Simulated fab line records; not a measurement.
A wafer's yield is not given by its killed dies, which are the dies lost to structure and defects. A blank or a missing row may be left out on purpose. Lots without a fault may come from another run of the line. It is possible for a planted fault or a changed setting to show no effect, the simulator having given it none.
Chamber matching + flow nand-harc + 4 sister chambers for NHARC_P_BONDPAD_ACTIVATE_29 on rie-diel-11
The step chemistry N2, time 60 s. 4 wafers are shown with their chamber, then 7 later ones without.

WAFERS WITH THEIR CHAMBER
| wafer  | chamber | oes-product-au (a.u.) |
|--------|---------|-----------------------|
| L079.2 | 0       | 0.977                 |
| L082.6 | 2       | 1.002                 |
| L088.2 | 1       | 0.981                 |
| L088.3 | 3       | 0.996                 |

WAFERS WHOSE CHAMBER IS MISSING
| wafer  | oes-product-au (a.u.) |
|--------|-----------------------|
| L088.5 | 1.003                 |
| L092.1 | 1.002                 |
| L092.3 | 0.985                 |
| L092.6 | 0.993                 |
| L095.1 | 0.990                 |
| L095.3 | 1.007                 |
| L095.6 | 0.984                 |

EACH ONE'S CHAMBER
| wafer  | from the rows above               | in truth |
|--------|-----------------------------------|----------|
| L088.5 | can't be placed: 2 or 3           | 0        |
| L092.1 | can't be placed: 2 or 3           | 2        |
| L092.3 | can't be placed: 1 or 0 or 3      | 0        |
| L092.6 | can't be placed: 3 or 2           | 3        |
| L095.1 | can't be placed: 3 or 1 or 2 or 0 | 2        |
| L095.3 | can't be placed: 2 or 3           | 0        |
| L095.6 | can't be placed: 1 or 0           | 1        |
Correctly placed: 0 of 7. Not placeable from these rows: 7 (in 5, the candidates include the true chamber). Placed wrongly: 0.
How it was worked out, from the rows above alone: a wafer's distance from a chamber is the root of the sum, over the readings, of the square of ((its reading less the chamber's mean) divided by the reading's scatter). The wafer belongs to the nearest chamber; if the next one is less than 2 further off, it can't be placed. The mean given for a chamber averages the wafers shown for that chamber. The scatter (one wafer shown for each chamber): square how far every hidden wafer sits from the nearest shown wafer, average those squares and take the square root.
